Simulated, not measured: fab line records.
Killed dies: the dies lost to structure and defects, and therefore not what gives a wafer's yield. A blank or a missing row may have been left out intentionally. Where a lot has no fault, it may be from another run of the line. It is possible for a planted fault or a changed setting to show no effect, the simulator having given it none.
Problem report, 8D (eight disciplines) form, completed by code | flow nand_harc | the parts of the form that need people (team, actions taken, sign-off) are left out

## 1. PROBLEM STATEMENT
At NHARC_A_WL_FILL_ETCHBACK_05, oes_product_au averages 0.756 a.u. over 9 wafers from 3 lots, while fault-free wafers read 1.000 a.u., standard deviation 0.0083. That is -29 standard deviations from the usual mean.
The step: etches the open film in Cl2/BCl3, target depth 22 nm, time 60 s.
First seen on wafer L529.4, day 19 13:58, on rie_metal-03. The record holds 36 wafers of 12 lots with a number at this step. By rule, "out" or "out of limits" means more than 4 standard deviations away from the usual mean. Any other wafer with a number is counted as sound.

## 2. WHAT IT IS; WHAT IT IS NOT
question                    | is                     | is not
which readings at this step | oes_product_au         | drypump_motor_current_A
which lots                  | L529, L532, L534       | L511, L512, L513, L514, L515, L516, L518, L521, L523
which wafers of those lots  | all that have a number | -
read on which tools         | rie_metal-03           | rie_metal-01, rie_metal-02
when                        | from day 19 13:58      | up to then (27 sound wafers)

## 3. SUSPECTS, AND WHAT RULES EACH OUT
Counting: any tool at a process step up to the reading is kept as a suspect provided that every lot that is out went through it and no sound lot did after the first of them.
- rie_diel-03 at NHARC_A_SLIT_STRIP_18 (strips in O2): kept. It processed each lot that is out, first L529 at day 19 11:17, and no sound lot thereafter; up to then, the last sound lot it processed was L518 at day 16 18:59. Because NHARC_A_SLIT_STRIP_18 lacks a start for some lots, the hours and order of its lots are taken from NHARC_A_WL_FILL_CVD_03.
- rie_metal-03 at NHARC_A_WL_FILL_ETCHBACK_05 (etches the open film in Cl2/BCl3, target depth 22 nm, time 60 s): kept. It processed each lot that is out, first L529 at day 19 13:58, and no sound lot thereafter; up to then, the last sound lot it processed was L523 at day 18 02:14. Out on those wafers are its own readings of oes_product_au.
Left after counting: rie_diel-03 at NHARC_A_SLIT_STRIP_18, rie_metal-03 at NHARC_A_WL_FILL_ETCHBACK_05.

## 4. THE CAUSE (what the simulator had put in)
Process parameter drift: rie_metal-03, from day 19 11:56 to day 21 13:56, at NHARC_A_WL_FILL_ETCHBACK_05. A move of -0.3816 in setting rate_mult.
After counting, 2 suspects remain, this tool included.

## 5. SEQUENCE OF EFFECTS, ordered by route
Each row: a reading whose mean over the struck wafers that have a number lies more than 3 standard deviations from the usual. Readings are gone through only where the record gives a usual standard deviation; hours: the median, over the lots, of the time from a lot's start at the first step in this table giving one to that lot's start at this step; sigmas: the change measured in usual standard deviations.
hours | step                        | reading        | usual      | on struck wafers | change | sigmas
0     | NHARC_A_WL_FILL_ETCHBACK_05 | oes_product_au | 1.000 a.u. | 0.756            | -0.244 | -29
It contains these process steps:
- NHARC_A_WL_FILL_ETCHBACK_05: etches the open film in Cl2/BCl3, target depth 22 nm, time 60 s.
Later steps that measure or inspect, where all struck wafers having a row at the step show a number for every such reading and not one has moved that far: NHARC_END_SORT_01.

## 6. HOW IT WOULD HAVE BEEN CAUGHT EARLIER
In this record the first reading out of limits was taken at day 19 13:58, 2 hours after the fault began at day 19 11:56.
